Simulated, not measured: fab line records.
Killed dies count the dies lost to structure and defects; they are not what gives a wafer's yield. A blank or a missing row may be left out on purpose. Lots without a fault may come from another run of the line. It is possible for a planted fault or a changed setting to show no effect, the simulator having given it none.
A lot that was struck, set against a sound lot / flow nand_harc / 31 out of 1159 route steps
Sound: wafers L386.1, L386.3, L386.5. Wafers L399.2, L399.5 were the ones struck. The cause comes at the end.
For every step that has rows: the tool of each side, followed by ch and its chambers, followed by its first start. Under that, the readings that differ: sound wafers / struck wafers / difference of the means / sigmas: that difference in standard deviations of wafers without a fault.
alike: readings with means less than 2 such deviations apart, plus words and numbers identical on both sides. not compared: withheld readings, readings lacking a value on some wafer, bounds such as >300 that could conceal the same value, and numbers that have no deviation in the record and whose values overlap.
A row with sigmas, a row that says differs or no value, or rows on one side alone: a step with any of these is where the two part. Numbers that have no deviation but don't overlap get no sigmas and don't part them. A reading that every wafer of one side lacks parts them only if that side has two wafers or more.

first, 2 steps without rows for these wafers: NHARC_A_CHANNEL_HOLE_D1_PEB_08 (peb time 65 s); NHARC_A_CHANNEL_HOLE_D1_DEVELOP_09 (develop time 35 s).
NHARC_A_CHANNEL_HOLE_D1_CD_MEAS_10: target cd 100 nm.
  sound on cd_sem-02 ch 0, day 9 01:20; struck on cd_sem-01 ch 0, day 12 05:04
  alike: cd_nm
NHARC_A_CHANNEL_HOLE_D1_OVL_MEAS_11:
  sound on overlay-01, day 9 01:26; struck on overlay-01, day 12 05:09
  alike: overlay_x_nm, overlay_y_nm
NHARC_A_CHANNEL_HOLE_D1_INSPECT_12:
  sound on defect_inspect-01, day 9 01:28; struck on defect_inspect-01, day 12 05:22
  alike: raw_defect_count
  not compared: hold
NHARC_A_CHANNEL_HOLE_D1_DESCUM_15: chemistry O2, time 3 s.
  sound on rie_diel-10 ch 0,1,2, day 9 01:33; struck on rie_diel-11 ch 1, day 12 05:46
reading=hold; sound=- - -; struck=await_dispo/0.3h/release await_dispo/0.3h/release; difference=no value on the sound wafers; sigmas=
reading=drypump_motor_current_A (A); sound=5.19 5.98 5.81; struck=6.26 6.26; difference=+0.60; sigmas=+2
  alike: oes_product_au, rf_vpp_V, showerhead_plenum_p_Torr, throttle_valve_pct
  not compared: rf_hours_counter_h
then, 4 steps without rows for these wafers: NHARC_A_CHANNEL_HOLE_D1_ETCH_38 (etches the open film in CF4, target depth 39 nm, time 65 s); NHARC_A_CHANNEL_HOLE_D1_ETCH_39 (etches the open film in N2/H2, target depth 260 nm, time 325 s); NHARC_A_CHANNEL_HOLE_D1_ETCH_34 (etches the open film in CF4/CHF3, target depth 154 nm, time 77 s); NHARC_A_CHANNEL_HOLE_D1_ETCH_16 (etches the open film in O2/COS, target depth 3100 nm, time 806 s).
NHARC_A_CHANNEL_HOLE_D1_CD_MEAS_18:
  sound on cd_sem-01, day 9 02:38; struck on cd_sem-02, day 12 07:18
reading=cd_nm (nm); sound=97.2 99.8 96.6; struck=100.2 102.0; difference=+3.2; sigmas=+2
then, 1 step without rows for these wafers: NHARC_A_CHANNEL_HOLE_D1_ETCH_19 (etches the open film in C4F8/O2/Ar, time 34.5 s).
NHARC_A_CHANNEL_HOLE_D1_ETCH_20: etches the open film in C4F8/O2/Ar, time 361.9 s, target depth 1600 nm.
  sound on har_etch-01 ch 0,1, day 9 02:52; struck on har_etch-01 ch 1, day 12 07:32
  alike: drypump_motor_current_A, showerhead_plenum_p_Torr, throttle_valve_pct
  not compared: rf_hours_counter_h
then, 1 step without rows for these wafers: NHARC_A_CHANNEL_HOLE_D1_ETCH_21 (etches the open film in C4F8/O2/Ar, time 514.3 s, target depth 1600 nm).
NHARC_A_CHANNEL_HOLE_D1_ETCH_22: etches the open film in C4F8/O2/Ar, time 666.7 s, target depth 1600 nm.
  sound on har_etch-01 ch 0,1, day 9 03:40; struck on har_etch-01 ch 1, day 12 08:20
  alike: drypump_motor_current_A, showerhead_plenum_p_Torr, throttle_valve_pct
  not compared: rf_hours_counter_h
then, 1 step without rows for these wafers: NHARC_A_CHANNEL_HOLE_D1_ETCH_23 (etches the open film in C4F8/O2/Ar, time 819 s, target depth 1600 nm).
NHARC_A_CHANNEL_HOLE_D1_ETCH_24: etches the open film in C4F8/O2/Ar, time 906.2 s, target depth 1500 nm.
  sound on har_etch-01 ch 0,1, day 9 04:58; struck on har_etch-01 ch 1, day 12 09:38
  alike: drypump_motor_current_A, showerhead_plenum_p_Torr, throttle_valve_pct
  not compared: rf_hours_counter_h
NHARC_A_CHANNEL_HOLE_D1_ETCH_25: etches the open film in C4F8/O2/Ar, time 1040.2 s, target depth 1500 nm.
  sound on har_etch-01 ch 0,1, day 9 05:45; struck on har_etch-01 ch 1, day 12 10:25
  alike: drypump_motor_current_A, showerhead_plenum_p_Torr, throttle_valve_pct
  not compared: rf_hours_counter_h
then, 6 steps without rows for these wafers: NHARC_A_CHANNEL_HOLE_D1_ETCH_26 (etches the open film in C4F8/O2/Ar, time 224.1 s, target depth 300 nm); NHARC_A_CHANNEL_HOLE_D1_ETCH_33 (etches the open film in C4F8/O2/Ar, time 90 s, target depth 400 nm); NHARC_A_CHANNEL_HOLE_D1_STRIP_41 (strips in N2/H2); NHARC_A_CHANNEL_HOLE_D1_STRIP_42 (strips in CF4/CHF3); NHARC_A_CHANNEL_HOLE_D1_STRIP_43 (strips in O2/COS); NHARC_A_CHANNEL_HOLE_D1_ETCH_44 (etches the open film in CF4/O2, target depth 140 nm, overetch 14 nm, time 77 s).
NHARC_A_CHANNEL_HOLE_D1_STRIP_27: strips in O2.
  sound on rie_diel-11 ch 0,1; struck on rie_diel-11 ch 1,3
  alike: drypump_motor_current_A, oes_product_au, rf_vpp_V, showerhead_plenum_p_Torr, throttle_valve_pct
  not compared: rf_hours_counter_h
then, 2 steps without rows for these wafers: NHARC_A_CHANNEL_HOLE_D1_PRECLEAN_28 (cleans in SC1); NHARC_A_CHANNEL_HOLE_D1_SRD_29.
NHARC_A_CHANNEL_HOLE_D1_CD_MEAS_30:
  sound on cd_sem-02, day 9 08:20; struck on cd_sem-01, day 12 12:54
  alike: cd_nm
NHARC_A_CHANNEL_HOLE_D1_XSEM_31:
  sound on xsem-02 ch 0, day 9 08:25; struck on xsem-01 ch 0, day 12 12:59
reading=bow_nm (nm); sound=9.0 8.8 8.9; struck=12.3 12.2; difference=+3.3; sigmas=+10
reading=tilt_deg (degrees); sound=0.05 0.05 0.05; struck=0.17 0.18; difference=+0.12; sigmas=+3
  alike: bot_cd_nm
NHARC_A_CHANNEL_HOLE_D1_INSPECT_40:
  sound on defect_inspect-01, day 9 08:31; struck on defect_inspect-01, day 12 13:05
reading=raw_defect_count; sound=54 58 42; struck=94 123; difference=+57; sigmas=+3
-- break in the record here, with 11 days between the starts of the struck wafers on either side (left off in module A_CHANNEL_HOLE_D1, picked up again in module END, where the first step shown is number 1159 on the route) --
NHARC_END_SORT_01:
  here the record holds rows for the struck wafers (prober-01 ch 0, day 23 09:35) but none for the sound ones

WHERE THEY PART
First at NHARC_A_CHANNEL_HOLE_D1_DESCUM_15; last, within this record, at NHARC_END_SORT_01.

WHY: what the simulator had put in
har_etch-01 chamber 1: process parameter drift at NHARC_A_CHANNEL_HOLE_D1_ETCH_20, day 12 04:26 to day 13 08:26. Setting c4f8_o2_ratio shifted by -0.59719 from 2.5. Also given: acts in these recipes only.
